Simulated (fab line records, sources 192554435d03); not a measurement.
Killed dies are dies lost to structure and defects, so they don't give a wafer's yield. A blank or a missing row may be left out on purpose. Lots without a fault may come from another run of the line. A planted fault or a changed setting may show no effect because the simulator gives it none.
fab line records | flow n5_finfet
record lots=4 wafers=12 last_day=16
route steps=1938 shown SD_EPI_N@269 SD_EPI_P@295 SD_ACTIVATION@334 BEOL_M4@1111 PASSIVATION@1936
lots that met no fault: from a run of the same line without faults
start_h: hours from the record's first day to the start of the lot's first wafer shown | wait_h: hours since the lot's step before | " the same as in the row above | L1.1+2: a row that stands for several wafers | - no value, or no start given | * or withheld: withheld | < > ~ a bound
route shown NAME@n: a module of which the file shows steps, and the number in the route of the first | usual: mean/standard deviation of fault-free wafers | same: alike in all rows | chamber/n: place in a boat | sites: the reading at each site | _std_site: their standard deviation | _edge_site: outer sites' mean less inner sites' | radius_mm: how far each site lies from the wafer's centre | mask NAME#n: copy n | behind: the tool/chamber that last shaped the wafer | hold: why the lot was held/for how many hours/how that ended | device: the transistor (n, p or np) that didn't switch | end of line: the same wafers' tests at the end of the route | a step without rows: its recipe alone | killed: dies lost to structure and defects at the first sort, not the wafer's yield | map: a wafer's dies, x killed, . not, _ none there
set.NAME: the setting as run; set.NAME@STEP: as run at that earlier step | model.NAME: the simulator's own value behind a step, which no gauge read
lots at some steps of the route; a table a step, a row a wafer
services: from which hour (start_h, from the record's first day; less than 0 if before it) a tool's chamber was out of use, for how many hours, and why
## steps
# step N5_SD_EPI_N_DEVELOP_08
# recipe develop_time_s=30 developer=TMAH resist=CAR-ArF-block dev_temp_c=23 rinse_liquid=diw dry=air_spin
# step N5_SD_EPI_N_DESCUM_14
# recipe chemistry=O2 time_s=7.9 source_power_w=50 bias_power_w=20 pressure_mtorr=20 rf_frequency_hz=2.712e+07 temp_c=40 resist=CAR-ArF-block o2_flow_sccm=225
# step N5_SD_EPI_N_ETCH_34
# recipe chemistry=CF4 target=SiARC target_depth_a=455 mask_material=CAR-ArF-block time_s=75.8 ion_energy_ev=80 pressure_mtorr=40 source_w=545 bias_w=36 Ar_flow_sccm=100 cf4_flow_sccm=100 ends=cleared
# step N5_SD_EPI_N_ETCH_35
# recipe chemistry=N2/H2 target=SOC overetch_a=1080 mask_material=SiARC temp_c=40 ion_energy_ev=100 source_w=3000 bias_w=133 pressure_mtorr=20 time_s=486 n2_flow_sccm=200 h2_flow_sccm=200
# step N5_SD_EPI_N_STRIP_36
# recipe chemistry=N2/H2 temp_c=40 n2_flow_sccm=200 h2_flow_sccm=200 rf_frequency_hz=6e+07
# step N5_SD_EPI_N_ETCHBACK_44
# recipe chemistry=CH3F/O2 mode=anisotropic_etchback target=SiNx target_depth_a=145 stop_on=SiO2 over_etch_frac=0.3 ion_energy_ev=120 pressure_mtorr=30 source_w=395 bias_w=73 Ar_flow_sccm=150 CH3F_flow_sccm=30 O2_flow_sccm=20
# step N5_SD_EPI_N_ETCH_45
# recipe chemistry=CH3F/O2 target=SiOCN target_depth_a=60 mask_material=SOC ion_energy_ev=60 bias_w=29 pressure_mtorr=15 source_w=410 Ar_flow_sccm=150 CH3F_flow_sccm=30 O2_flow_sccm=20
# step N5_SD_EPI_N_ETCH_16
# recipe chemistry=CHF3/O2 target=SiO2 target_depth_a=50 mask_material=SOC pressure_mtorr=30 source_w=650 bias_w=170 Ar_flow_sccm=200 CHF3_flow_sccm=50 O2_flow_sccm=5 ion_energy_ev=200
# step N5_SD_EPI_N_STRIP_47
# recipe chemistry=CHF3/O2 resist=SiARC rf_frequency_hz=6e+07
# step N5_SD_EPI_N_SD_RECESS_17
# recipe chemistry=HBr/Cl2/O2 target_depth_a=410 mask_material=SOC time_s=23.7 bt_time_s=3 pressure_mtorr=10 icp_w=800 bias_w=112 HBr_flow_sccm=150 Cl2_flow_sccm=80 O2_flow_sccm=12
# usual drypump_motor_current_A=5.7/0.42 oes_product_au=0.999/0.019 throttle_valve_pct=37.1/0.38
# columns lot.wafer tool chamber start_h wait_h drypump_motor_current_A oes_product_au rf_hours_counter_h throttle_valve_pct
L656.1 rie_si-04 1 49.87 0.0 5.9 0.977 48 37.3
L656.5 " 3 " " 5.9 0.995 - 36.4
L656.6 " 2 " " 6.0 1.028 - 37.7
L668.3 rie_si-04 0 123.64 0.0 6.0 0.977 126 37.3
L668.5 " 2 " " 6.0 1.015 - 37.7
L668.6 " 1 " " 5.8 0.967 - 37.3
L672.4 rie_si-03 1 144.65 0.0 5.0 0.974 101 37.1
L672.5 " 0 " " 6.2 1.014 - 36.7
L672.6 " 1 " " 5.0 0.978 - 37.1
L673.3 rie_si-04 1 150.39 0.0 5.8 0.976 50 37.4
L673.4 " 1 " " 5.9 0.969 - 37.3
L673.5 " 0 " " 6.0 0.980 - 37.3
# step N5_SD_EPI_N_STRIP_38
# recipe chemistry=N2/H2 power_w=1000 temp_c=250 h2_frac=0.65 overash_fraction=0.3 pressure_mtorr=withheld n2_flow_sccm=1750 h2_flow_sccm=3250
# step N5_SD_EPI_N_WET_ETCH_43
# recipe chemistry=dHF dilution=withheld time_s=14 target=SiO2 target_depth_a=15 temp_c=25
# step N5_SD_EPI_N_STRIP_18
# recipe chemistry=SPM time_s=750 temp_c=130 h2so4_h2o2_vol_ratio=4
# step N5_SD_EPI_N_SRD_20
# recipe dry=ipa_marangoni do_ppb=5 time_s=30 temp_c=23 rinse_liquid=diw
# step N5_SD_EPI_N_PRECLEAN_48
# recipe chemistry=NF3:NH3 afs_cycles=2 temp_c=30 time_s=20 sublimation_temp_c=180 sublimation_time_s=60 pressure_torr=3 rf_power_w=30
# step N5_SD_EPI_N_VAPOR_ETCH_50
# recipe chemistry=HCl target=Si temp_c=775 time_s=54 pressure_torr=20 mode=isotropic
# step N5_SD_EPI_N_EPI_21
# recipe material=Si:P dopant=P temp_c=680 pressure_torr=255 time_s=690
# step N5_SD_EPI_N_PRECLEAN_24
# recipe chemistry=O3/DIW time_s=60 temp_c=22 o3_ppm=10
# step N5_SD_EPI_N_SRD_25
# recipe time_s=30 temp_c=23 rinse_liquid=diw dry=ipa_marangoni
# step N5_SD_EPI_N_PRECLEAN_49
# recipe chemistry=NF3:NH3 afs_cycles=1 temp_c=30 time_s=20 sublimation_temp_c=180 sublimation_time_s=60 pressure_torr=3 rf_power_w=30
# step N5_SD_EPI_N_LINER_46
# recipe material=SiNx target_thk_a=30 temp_c=400 ald_precursor_family=SiH2I2 ald_co_reactant=N2/H2-plasma pressure_torr=2
# step N5_SD_EPI_N_INSPECT_26
# recipe inspect_instrument=darkfield mode=post_epi
# usual raw_defect_count=208/40
# columns lot.wafer tool chamber start_h wait_h raw_defect_count
L656.1 defect_inspect-01 - 53.15 0.1 184
L656.5 " - " " 195
L656.6 " - " " 187
L668.3 defect_inspect-02 - 127.41 0.2 535
L668.5 " - " " 509
L668.6 " - " " 522
L672.4 defect_inspect-01 - 148.29 0.1 193
L672.5 " - " " 168
L672.6 " - " " 195
L673.3 defect_inspect-01 - 153.69 0.1 539
L673.4 " - " " 564
L673.5 " - " " 623
# step N5_SD_EPI_P_COAT_34
# recipe resist=SOC temp_c=250 time_s=60 spin_rpm=1500 resist_thk_nm=350
# step N5_SD_EPI_P_COAT_35
# recipe resist=SiARC temp_c=220 time_s=60 spin_rpm=1500 resist_thk_nm=35
# step N5_SD_EPI_P_COAT_03
# recipe resist=CAR-ArF-block spin_rpm=1500 resist_thk_nm=150
# step N5_SD_EPI_P_EBR_05
# recipe solvent=PGMEA ebr_width_mm=1.5
# step N5_SD_EPI_P_SOFTBAKE_04
# recipe temp_c=110 time_s=60 resist=CAR-ArF-block
# step N5_SD_EPI_P_EXPOSE_06
# recipe mask_id=SD_P_BLK na=1.35 source_shape=conventional sigma_outer=0.8 polarization=unpolarized target_cd_nm=240 dose_mj=39.5
# step N5_SD_EPI_P_PEB_07
# recipe peb_temp_c=110 peb_time_s=60 resist=CAR-ArF-block
# step N5_SD_EPI_P_DEVELOP_08
# recipe develop_time_s=30 developer=TMAH resist=CAR-ArF-block dev_temp_c=23 rinse_liquid=diw dry=air_spin
# step N5_SD_EPI_P_INSPECT_11
# recipe mode=adi inspect_instrument=macro
# usual raw_defect_count=2.1/1.4
# columns lot.wafer tool chamber start_h wait_h raw_defect_count
L656.1 defect_inspect-02 - 53.61 0.0 2
L656.5 " - " " 4
L656.6 " - " " 2
L668.3 defect_inspect-01 - 127.74 0.0 >300
L668.5 " - " " >300
L668.6 " - " " >300
L672.4 defect_inspect-02 - 148.75 0.0 2
L672.5 " - " " 2
L672.6 " - " " 3
L673.3 defect_inspect-01 - 154.15 0.0 >300
L673.4 " - " " >300
L673.5 " - " " >300
# step N5_SD_EPI_P_DESCUM_14
# recipe chemistry=O2 time_s=7.9 source_power_w=50 bias_power_w=20 pressure_mtorr=20 rf_frequency_hz=2.712e+07 temp_c=40 resist=CAR-ArF-block o2_flow_sccm=225
# step N5_SD_EPI_P_ETCH_36
# recipe chemistry=CF4 target=SiARC target_depth_a=455 mask_material=CAR-ArF-block time_s=75.8 ion_energy_ev=80 pressure_mtorr=40 source_w=545 bias_w=36 Ar_flow_sccm=100 cf4_flow_sccm=100 ends=cleared
# step N5_SD_EPI_P_ETCH_37
# recipe chemistry=N2/H2 target=SOC overetch_a=1080 mask_material=SiARC temp_c=40 ion_energy_ev=100 source_w=3000 bias_w=133 pressure_mtorr=20 time_s=486 n2_flow_sccm=200 h2_flow_sccm=200 ends=end_point
# step N5_SD_EPI_P_STRIP_38
# recipe chemistry=N2/H2 temp_c=40 n2_flow_sccm=200 h2_flow_sccm=200 rf_frequency_hz=6e+07
# step N5_SD_EPI_P_ETCHBACK_46
# recipe chemistry=CH3F/O2 mode=anisotropic_etchback target=SiNx target_depth_a=175 stop_on=SiO2 over_etch_frac=0.3 ion_energy_ev=120 pressure_mtorr=30 source_w=395 bias_w=73 Ar_flow_sccm=150 CH3F_flow_sccm=30 O2_flow_sccm=20
# step N5_SD_EPI_P_INSPECT_26
# recipe inspect_instrument=darkfield mode=post_epi
# usual raw_defect_count=176/39
# columns lot.wafer tool chamber start_h wait_h raw_defect_count
L656.1 defect_inspect-01 - 57.90 0.0 157
L656.5 " - " " 188
L656.6 " - " " 161
L668.3 defect_inspect-02 - 131.51 0.0 531
L668.5 " - " " 488
L668.6 " - " " 482
L672.4 defect_inspect-01 - 152.50 0.0 155
L672.5 " - " " 158
L672.6 " - " " 171
L673.3 defect_inspect-01 - 157.98 0.0 475
L673.4 " - " " 542
L673.5 " - " " 613
# step N5_SD_ACTIVATION_INSPECT_02
# recipe inspect_instrument=darkfield mode=post_anneal
# usual raw_defect_count=176/38
# columns lot.wafer tool chamber start_h wait_h raw_defect_count
L656.1 defect_inspect-02 - 58.65 0.2 176
L656.5 " - " " 182
L656.6 " - " " 164
L668.3 defect_inspect-02 - 132.28 0.1 518
L668.5 " - " " 515
L668.6 " - " " 488
L672.4 defect_inspect-01 - 153.26 0.1 155
L672.5 " - " " 169
L672.6 " - " " 164
L673.3 defect_inspect-01 - 158.73 0.1 497
L673.4 " - " " 541
L673.5 " - " " 603
# step N5_BEOL_M4_RC_MEAS_101
# usual DIBL_N=35.8/1.5 DIBL_P=35.9/1.8 IOFF_N=0.152/0.025 IOFF_P=0.21/0.031 ION_N=672/11 ION_P=462/7.4 SS_N=71.5/0.52 SS_P=73.2/0.54 VT_N=250/3 VT_P=-250/3.3
# columns lot.wafer tool chamber start_h wait_h DIBL_N[mV/V] DIBL_P[mV/V] IOFF_N[nA/um] IOFF_P[nA/um] ION_N[uA/um] ION_P[uA/um] SS_N[mV/dec] SS_P[mV/dec] VT_N[mV] VT_P[mV]
L656.1 prober-02 0 171.86 0.0 37.5 37.0 0.167 0.24 668 461 71.9 72.3 249 -248
L656.5 " 0 " " 35.3 35.3 0.140 0.21 670 465 71.8 73.0 251 -248
L656.6 " 0 " " 36.5 36.3 0.156 0.22 673 466 71.8 73.5 250 -249
L668.3 prober-01 0 237.07 0.3 35.1 35.8 0.145 0.19 674 462 71.6 74.0 250 -249
L668.5 " 0 " " 34.8 35.1 0.134 0.18 676 461 71.4 73.3 252 -253
L668.6 " 0 " " 36.6 37.9 0.180 0.22 681 470 71.3 74.0 247 -252
L672.4 prober-01 0 264.18 0.5 33.9 34.5 0.137 0.21 658 459 71.7 72.7 251 -250
L672.5 " 0 " " 36.2 36.7 0.179 0.25 665 467 72.8 73.0 247 -245
L672.6 " 0 " " 36.5 38.1 0.194 0.27 694 476 72.0 73.1 247 -247
L673.3 prober-01 0 285.21 0.3 35.5 35.8 0.171 0.21 661 456 71.7 73.2 246 -249
L673.4 " 0 " " 36.2 37.2 0.177 0.23 693 470 70.9 73.8 246 -248
L673.5 " 0 " " 36.6 37.0 0.176 0.22 672 458 71.3 74.2 248 -248
# step N5_PASSIVATION_PROBE_49
# usual defect_limited_yield=91.7/1.7 killed_at_M0_to_M3=34/10 killed_at_M4_up=13/5.1 killed_at_contacts=12/6.2 killed_at_front_end=36/12 killed_at_other=3.2/2.6 killed_dies=98/20 killed_open=65/13 killed_short=32/8.4 sort_bin_5_function=4.8/1.1 sort_bin_6_memory=3.2/0.74 sort_n_pass=1082/20 sort_yield_pct=91.7/1.7
# same gross_dies=1180 killed_at_back_side=0 sort_bin_4_leakage[%]=0 sort_bin_8_speed[%]=0
# columns lot.wafer tool chamber start_h wait_h defect_limited_yield[%] killed_at_M0_to_M3 killed_at_M4_up killed_at_contacts killed_at_front_end killed_at_other killed_dies killed_open killed_short sort_bin_5_function[%] sort_bin_6_memory[%] sort_n_pass sort_yield_pct[%]
L668.3 prober-01 - 339.92 0.1 91.2 14 9 8 70 3 104 45 19 5.0 2.6 1076 91.2
L668.5 prober-01 - 340.02 0.2 84.0 20 8 16 142 3 189 58 23 10.6 4.0 991 84.0
L668.6 prober-01 - 340.07 0.3 84.8 21 10 3 139 6 179 49 21 9.9 3.1 1001 84.8
L673.3 prober-01 - 376.59 0.1 82.3 17 25 14 145 8 209 71 40 11.2 5.1 971 82.3
L673.4 prober-01 - 376.64 0.2 83.4 34 9 8 144 1 196 60 26 10.3 4.5 984 83.4
L673.5 prober-01 - 376.69 0.2 85.0 33 16 17 106 5 177 87 39 9.1 4.7 1003 85.0
# killed by level:class
L668.3 SD_EPI_N:unspecified=40 STI_FIN_REVEAL:geometric_particle:open=11 BEOL_M2:geometric_particle:open=9 MOL_CONTACT_COAG:geometric_particle:open=5 STI_FIN_REVEAL:geometric_particle:short=3 MOL_CONTACT_COAG:geometric_particle:short=3 BEOL_M8:geometric_particle:open=3 FIN_SAQP:geometric_particle:open=2
L668.5 SD_EPI_N:unspecified=108 MOL_CONTACT_COAG:geometric_particle:open=13 STI_FIN_REVEAL:geometric_particle:open=9 BEOL_M3:geometric_particle:open=6 GATE_CUT:geometric_particle:short=5 FIN_SAQP:geometric_particle:short=4 GATE_CUT:geometric_particle:open=4 MOL_CONTACT_COAG:geometric_particle:short=3
L668.6 SD_EPI_N:unspecified=109 STI_FIN_REVEAL:geometric_particle:open=19 BEOL_M0_SAQP:geometric_particle:open=4 BEOL_M1:geometric_particle:open=4 BEOL_M3:geometric_particle:open=4 BEOL_M0_SAQP:geometric_particle:short=3 BEOL_M1:geometric_particle:short=3 BEOL_M5:geometric_particle:open=3
L673.3 SD_EPI_N:unspecified=98 STI_FIN_REVEAL:geometric_particle:open=11 MOL_CONTACT_COAG:geometric_particle:open=11 GATE_CUT:geometric_particle:short=9 BEOL_M5:geometric_particle:open=8 BEOL_M4:geometric_particle:open=7 FIN_SAQP:geometric_particle:short=6 FIN_SAQP:geometric_particle:open=5
L673.4 SD_EPI_N:unspecified=108 GATE_CUT:geometric_particle:open=9 GATE_CUT:geometric_particle:short=9 BEOL_M3:geometric_particle:open=9 BEOL_M2:geometric_particle:open=7 STI_FIN_REVEAL:geometric_particle:open=6 BEOL_M0_SAQP:geometric_particle:open=6 MOL_CONTACT_COAG:geometric_particle:open=6
L673.5 SD_EPI_N:unspecified=50 FIN_SAQP:geometric_particle:open=14 MOL_CONTACT_COAG:geometric_particle:open=14 STI_FIN_REVEAL:geometric_particle:open=9 BEOL_M2:geometric_particle:open=9 BEOL_M4:geometric_particle:open=9 FIN_SAQP:geometric_particle:short=8 GATE_CUT:geometric_particle:short=7
# map L668.5 (x killed, . not)
_________________.x..........________________
______________....x.x.x.......x._____________
___________.x.............x...x....__________
__________......................x..._________
________..............x.....x........._______
_______.............x......x....x......______
______............x...xxxx.x..x........._____
_____....x........x...xxxxxxxxxx.........____
____...........x.....x.xxxxxxxxxx.........___
___.....x..x......x.xxxxxxxxxxxxxx......x..__
___...........x..x..xxxxxxxxxxxxxx.x.......__
__.................xxxxxxxxxxxx.x...x......._
__................x..xxxxxxxxx.xxx.........._
_...........x.......xxxxxxxxxxx..............
_x.............xx..x.x.xxxx.xxx..............
_.....................x..xx.xx.x.x...........
_.....x......x.....x..xx..x........x.........
_.....x...........x.......................x..
_..............x....x............x......xx...
_.x.....x.............x...........x..x.......
_....x.......x.x........x.x..........x.x.....
__.x.......x................................_
__....................................x....._
___.........x...x.....x....................__
___......x.x.......................x.......__
____.x....................................___
_____......x.................x...x.....x.____
______.................................._____
_______.....................x..x.......______
________............x...............xx_______
__________x........................._________
___________........................__________
______________x............x...._____________
_________________....x.....x.________________
# map L673.3 (x killed, . not)
_________________........x...________________
______________.....x.....x..x..._____________
___________x..x..........x...x.....__________
__________.........................x_________
________....x........................._______
_______..x..........................x..______
______..x......x......x.....x..........._____
_____....x........x.............x........____
____..x....x.....x...........x...........x___
___...........x............x...x...........__
___.........x...........x....xx..x.x...x..x__
__..x.............x....x........x.x........._
__............x....x...x.....xxxx.xxx..xx..._
_.....x.....x.......x.....x..x.xxxxxxxx......
_..........................xxxxxxxxxxx.x.....
_.............xx....xx....x.xx.xxxxxx.x....x.
_............x....xx....x..x.xxxxxxxxx....x..
_.........x.................xxxxxxxxxx.x.....
_.........x...........xx...xxxxxxxxxxxxx.x...
_..........x..x...x...x....xxxxxxxxxxxxx.....
_...................xxxx....xxxxxxxx.x.......
__...............xx...........xx..xx........_
__..xxx....................x.x...x.......x.._
___.........x..............................__
___...................xx...................__
____..xx............x...........x.x..x....___
_____...........x.......x...x..x.........____
______............................x....._____
_______...xx...........................______
________.....x....xx.................._______
__________.....xx...x.x...........x._________
___________...x...........x......x.__________
______________.x................_____________
_________________...x.x......________________
## services
# columns tool chamber start_h hours kind
rie_si-03 - 26.22 1.2 repair
rie_si-03 3 30.37 5.1 repair
rie_si-03 1 39.23 1.2 repair
rie_si-03 1 59.21 1.6 repair
rie_si-03 2 75.40 5.5 repair
rie_si-03 2 98.76 11.3 repair
rie_si-04 3 139.61 - clean
rie_si-04 3 139.61 21.5 scheduled_down
rie_si-04 3 139.61 21.5 vent_cycle
## key
first_sign step=N5_SD_EPI_N_INSPECT_26 reading=raw_defect_count direction=up sigmas=8.6 usual=208 struck=549
effect step=N5_SD_EPI_P_INSPECT_11 reading=raw_defect_count direction=up sigmas=99+ usual=2.1 struck=>300
effect step=N5_SD_EPI_P_INSPECT_26 reading=raw_defect_count direction=up sigmas=8.8 usual=176 struck=522
effect step=N5_SD_ACTIVATION_INSPECT_02 reading=raw_defect_count direction=up sigmas=9.2 usual=176 struck=527
effect step=N5_PASSIVATION_PROBE_49 reading=killed_at_front_end direction=up sigmas=7.4 usual=36 struck=124
more_kills_born_at N5_SD_EPI_N_SD_RECESS_17@rie_si-04=513
met_at N5_SD_EPI_N_SD_RECESS_17
struck_wafers L668.3,L668.5,L668.6,L673.3,L673.4,L673.5
onset_between 49.87 123.64
fault kind=chamber_particle_source tool=rie_si-04 chamber=- onset_h=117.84 steps=N5_SD_EPI_N_SD_RECESS_17 rate_per_visit_cm2=0.55833 end_h=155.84
